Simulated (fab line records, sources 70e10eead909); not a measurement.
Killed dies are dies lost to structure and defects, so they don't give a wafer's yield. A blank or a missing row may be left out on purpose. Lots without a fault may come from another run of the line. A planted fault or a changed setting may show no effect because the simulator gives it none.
Chamber matching | flow nand_harc | NHARC_A_STAIRCASE_DEP_301 on pecvd-01: 3 sister chambers
The step deposits SiON, target thk 30 nm. 3 wafers are shown with their chamber, then 8 later ones without.

WAFERS WITH THEIR CHAMBER
wafer  | chamber | heater_power_w (W)
L088.6 | 1       | 837
L091.5 | 0       | 795
L090.1 | 2       | 659

WAFERS WITHOUT THEIR CHAMBER
wafer  | heater_power_w (W)
L090.2 | 741
L090.3 | 849
L094.1 | 683
L094.2 | 599
L094.5 | 679
L095.2 | 549
L095.4 | 545
L095.6 | 722

WHICH CHAMBER EACH WENT THROUGH
wafer  | from the rows above          | in truth
L090.2 | can't be placed: 0 or 2 or 1 | 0
L090.3 | can't be placed: 1 or 0      | 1
L094.1 | can't be placed: 2 or 0 or 1 | 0
L094.2 | 2                            | 2
L094.5 | can't be placed: 2 or 0      | 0
L095.2 | 2                            | 2
L095.4 | 2                            | 2
L095.6 | can't be placed: 2 or 0 or 1 | 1
Placed correctly: 3 of 8. Can't be placed from these rows: 5 (the true chamber is among the candidates in 5). Placed wrongly: 0.
How it was worked out, from the rows above alone: a wafer's distance from a chamber is the root of the sum, over the readings, of the square of ((its reading less the chamber's mean) divided by the reading's scatter). The wafer belongs to the nearest chamber; if the next one is less than 2 further off, it can't be placed. A chamber's mean is the mean of its shown wafers. The scatter: with one shown wafer a chamber, the root of the mean of the squares of how far each hidden wafer lies from its nearest shown one.
